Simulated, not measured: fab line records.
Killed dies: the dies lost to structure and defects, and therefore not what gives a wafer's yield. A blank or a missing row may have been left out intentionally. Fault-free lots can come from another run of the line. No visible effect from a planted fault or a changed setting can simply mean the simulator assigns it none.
Which tool did it?    flow n5Finfet    11 lots with 33 wafers sampled at 5 steps, on a route of 1938 steps

WHAT THE GAUGES READ, wafer by wafer
N5_BEOL_M10_CD_MEAS_35 targets a cd of 70 nm. Usual: 70.0 nm for cdNm, sd 0.48.
lot   measured      on        cdNm (nm)       flag
L279  day 9 17:48   cdSem-01  70.1 70.0 70.0  
L282  day 11 07:52  cdSem-02  70.5 70.4 70.0  
L283  day 11 16:10  cdSem-01  70.3 70.1 70.3  
L284  day 12 00:51  cdSem-03  69.7 69.7 70.1  
L285  day 12 07:32  cdSem-03  70.0 69.6 69.7  
L288  day 12 16:18  cdSem-03  70.2 69.4 70.0  
L293  day 14 09:34  cdSem-01  69.3 70.3 70.5  
L295  day 14 13:22  cdSem-02  69.9 70.1 69.6  
L298  day 14 21:16  cdSem-03  70.4 69.5 69.6  
L302  day 16 16:46  cdSem-01  69.1 70.0 69.4  
L301  day 17 04:32  cdSem-01  69.0 69.4 69.0  

N5_BEOL_M11_THK_MEAS_01. Usual: M11_ILD_THK 267 nm, standard deviation 3.2.
lot   measured      on            M11_ILD_THK (nm)  flag
L279  day 9 22:24   filmMetro-01  266 268 271       
L282  day 11 11:34  filmMetro-02  266 269 265       
L283  day 11 19:14  filmMetro-01  263 261 264       
L284  day 12 05:16  filmMetro-02  262 266 268       
L285  day 12 10:50  filmMetro-02  305 303 306       OFF
L288  day 12 20:31  filmMetro-02  307 302 309       OFF
L293  day 14 13:35  filmMetro-01  261 262 268       
L295  day 14 17:43  filmMetro-02  265 269 270       
L298  day 15 01:47  filmMetro-01  263 264 267       
L302  day 16 21:22  filmMetro-01  269 270 272       
L301  day 17 07:52  filmMetro-02  273 272 269       

N5_BEOL_M11_CD_MEAS_11 targets a cd of 64.1 nm. Usual: 64.0 nm for cdNm, sd 0.47.
lot   measured      on        cdNm (nm)       flag
L279  day 9 23:59   cdSem-02  63.6 63.6 63.7  
L282  day 11 13:30  cdSem-01  64.2 63.4 63.4  
L283  day 11 21:25  cdSem-03  63.9 63.6 63.8  
L284  day 12 07:22  cdSem-01  64.1 63.6 63.9  
L285  day 12 12:46  cdSem-02  62.8 63.2 63.7  
L288  day 12 21:41  cdSem-01  64.5 64.0 64.8  
L293  day 14 14:04  cdSem-03  64.0 63.9 64.4  
L295  day 14 21:23  cdSem-01  63.9 64.7 63.8  
L298  day 15 03:06  cdSem-02  63.7 64.2 64.3  
L302  day 16 22:21  cdSem-01  64.0 64.1 63.2  
L301  day 17 09:03  cdSem-03  63.9 63.2 62.8  

WHICH TOOL RAN EACH LOT (tool, then ch and the chambers of the sampled wafers, then the start)
lot   N5_BEOL_M10_ALD_74                  N5_BEOL_M11_CURE_71
L279  aldMetal-01 ch 0,1,3, day 9 19:35   uvCure-03 ch 0, day 9 21:58
L282  aldMetal-03 ch 0,3, day 11 08:47    uvCure-02 ch 1, day 11 11:17
L283  aldMetal-03 ch 1,2,3, day 11 16:53  uvCure-01 ch 1, day 11 18:43
L284  aldMetal-01 ch 0,1,3, day 12 03:08  uvCure-01 ch 0, day 12 04:50
L285  aldMetal-03 ch 1,2, day 12 08:37    uvCure-03 ch 1, day 12 10:24
L288  aldMetal-01 ch 0,2, day 12 17:25    uvCure-01 ch 0, day 12 20:05
L293  aldMetal-03 ch 0,3, day 14 10:29    uvCure-01 ch 0, day 14 13:10
L295  aldMetal-01 ch 0,1,3, day 14 15:02  uvCure-01 ch 0, day 14 17:17
L298  aldMetal-02 ch 2,3, day 14 22:28    uvCure-02 ch 2, day 15 01:17
L302  aldMetal-03 ch 0,1,2, day 16 17:33  uvCure-01 ch 0, day 16 20:52
L301  aldMetal-01 ch 1,2, day 17 05:12    uvCure-03 ch 2, day 17 07:36
- N5_BEOL_M10_ALD_74: deposits TaN, target thk 2 nm, pulse time 2 s, purge time 3 s.
- N5_BEOL_M11_CURE_71: cures SiCOH lowk, time 240 s.

AS READ BY THE TOOLS THEMSELVES (means over the sampled wafers that have a number; for cases with no such wafer, the mark the record gives instead)
N5_BEOL_M10_ALD_74. Usual: heaterPowerW 445 W, standard deviation 41; susceptorTempC 274.97 C, standard deviation 0.19.
lot   tool         heaterPowerW (W)  susceptorTempC (C)  flag
L279  aldMetal-01  441               274.94              
L282  aldMetal-03  477               275.04              
L283  aldMetal-03  468               274.93              
L284  aldMetal-01  441               274.95              
L285  aldMetal-03  457               274.84              
L288  aldMetal-01  438               275.06              
L293  aldMetal-03  474               274.92              
L295  aldMetal-01  444               274.91              
L298  aldMetal-02  444               274.95              
L302  aldMetal-03  465               274.84              
L301  aldMetal-01  488               275.20              

N5_BEOL_M11_CURE_71. Usual: lampPowerPct 52.31 %, standard deviation 0.058; runLengthS 286.1 s, standard deviation 1.2; wafer_temp_C_max 386.8, standard deviation 0.71.
lot   tool       lampPowerPct (%)  runLengthS (s)  wafer_temp_C_max  flag
L279  uvCure-03  52.28             286.9           386.6             
L282  uvCure-02  52.30             285.1           387.7             
L283  uvCure-01  52.27             285.6           387.7             
L284  uvCure-01  52.30             286.0           386.5             
L285  uvCure-03  -                 -               -                 OFF
L288  uvCure-01  -                 -               -                 OFF
L293  uvCure-01  52.32             285.6           386.1             
L295  uvCure-01  52.31             285.9           386.3             
L298  uvCure-02  52.34             285.8           386.5             
L302  uvCure-01  52.36             286.0           386.7             
L301  uvCure-03  52.29             286.1           386.3             

THE ANSWER, worked out from the rows above alone
Rule: a lot counts as off when the mean over its wafers that have a number is more than 3 standard deviations away from the usual mean. Also off: a lot with no number at a reading for which 4 or more lots have one. The other lots that the step has rows for count as sound. Order of review: gauges by route order, followed by the tools' own readings, for which a lot's mean as printed above is used. At the first step where some lot is off, the reading lying furthest off is the one used; lots without a number count as furthest.
Off: at N5_BEOL_M11_THK_MEAS_01 (M11_ILD_THK), L285, L288.
If a tool, at a process step before that reading, ran all the lots that are off and no sound lot after the first of them, it fits. Not tried: the gauges at N5_BEOL_M11_THK_MEAS_01; whatever is off there is also off at N5_BEOL_M11_CURE_71, on other tools, and gauge error can't account for it. Of those tried, none fits.

WHAT THE SIMULATOR PUT IN
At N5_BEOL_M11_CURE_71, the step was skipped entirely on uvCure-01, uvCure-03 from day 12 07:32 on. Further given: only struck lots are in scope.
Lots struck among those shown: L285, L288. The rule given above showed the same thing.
